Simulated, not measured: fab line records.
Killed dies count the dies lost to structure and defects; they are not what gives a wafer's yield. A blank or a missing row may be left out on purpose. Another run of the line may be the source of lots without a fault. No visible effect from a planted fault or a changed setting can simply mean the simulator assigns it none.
Chamber matching | flow nandHarc | rieDiel-13 running NHARC_P_M2_ETCH_35: 4 sister chambers
The step etches the open film in N2/H2, target depth 40 nm, overetch 12 nm, time 43.94 s. 18 wafers are shown with their chamber, then 9 later ones without.

WAFERS, EACH WITH ITS CHAMBER
wafer  | chamber | drypumpMotorCurrentA (A) | rfVppV (V) | oesProductAu (a.u.)
L652.1 | 0       | 5.62                     | 431.3      | 1.024
L652.5 | 2       | 5.67                     | 429.4      | 1.012
L652.6 | 1       | 5.15                     | 427.4      | 1.010
L654.1 | 0       | 5.61                     | 431.5      | 1.015
L654.3 | 3       | 5.78                     | 431.9      | 1.006
L654.4 | 1       | 5.13                     | 428.4      | 0.995
L657.1 | 2       | 5.68                     | 430.8      | 1.001
L657.2 | 3       | 5.78                     | 431.2      | 0.998
L657.3 | 1       | 5.15                     | 427.9      | 0.995
L658.1 | 1       | 5.14                     | 428.6      | 1.006
L658.4 | 2       | 5.67                     | 427.4      | 1.016
L658.6 | 2       | 5.67                     | 429.5      | 1.019
L663.4 | 0       | 5.64                     | 431.7      | 1.022
L663.5 | 1       | 5.13                     | 427.0      | 0.999
L663.6 | 0       | 5.61                     | 431.1      | 1.024
L660.1 | 0       | 5.66                     | 430.4      | 1.014
L660.2 | 3       | 5.78                     | 432.0      | 1.007
L660.4 | 1       | 5.11                     | 426.7      | 0.990

SIGNATURES (means of the wafers above)
reading              | chamber 0 | chamber 1 | chamber 2 | chamber 3 | scatter within a chamber
drypumpMotorCurrentA | 5.6280    | 5.1350    | 5.6725    | 5.7800    | 0.0149
rfVppV               | 431.200   | 427.667   | 429.275   | 431.700   | 0.854
oesProductAu         | 1.01980   | 0.99917   | 1.01200   | 1.00367   | 0.00662
Rule: a wafer lies at a distance from a chamber equal to the root of the sum of squares, over the readings, of (its reading less the chamber's mean, divided by the reading's scatter). The wafer belongs to the nearest chamber; if the next one is less than 2 further off, it can't be placed. The scatter is the square root of a quotient: the sum, over the shown wafers, of each reading's squared deviation from its chamber's mean, divided by wafers minus chambers.

WAFERS WHOSE CHAMBER IS MISSING
wafer  | drypumpMotorCurrentA (A) | rfVppV (V) | oesProductAu (a.u.)
L664.1 | 5.62                     | 430.2      | 1.010
L664.2 | 5.13                     | 430.0      | 1.003
L664.5 | 5.76                     | 430.8      | 0.998
L669.1 | 5.69                     | 428.5      | 1.000
L669.2 | 5.63                     | 431.2      | 1.011
L669.6 | 5.79                     | 432.6      | 0.995
L671.1 | 5.17                     | 428.4      | 0.995
L671.2 | 5.76                     | 431.3      | 1.001
L671.4 | 5.67                     | 429.7      | 0.996

EACH ONE'S CHAMBER
wafer  | from the rows above     | in truth
L664.1 | can't be placed: 0 or 2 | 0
L664.2 | 1                       | 1
L664.5 | 3                       | 3
L669.1 | 2                       | 2
L669.2 | 0                       | 0
L669.6 | 3                       | 3
L671.1 | 1                       | 1
L671.2 | 3                       | 3
L671.4 | 2                       | 2
8 of 9 placed correctly. Cannot be placed on the basis of these rows: 1; the candidates contain the true chamber in 1. Placed wrongly: 0.
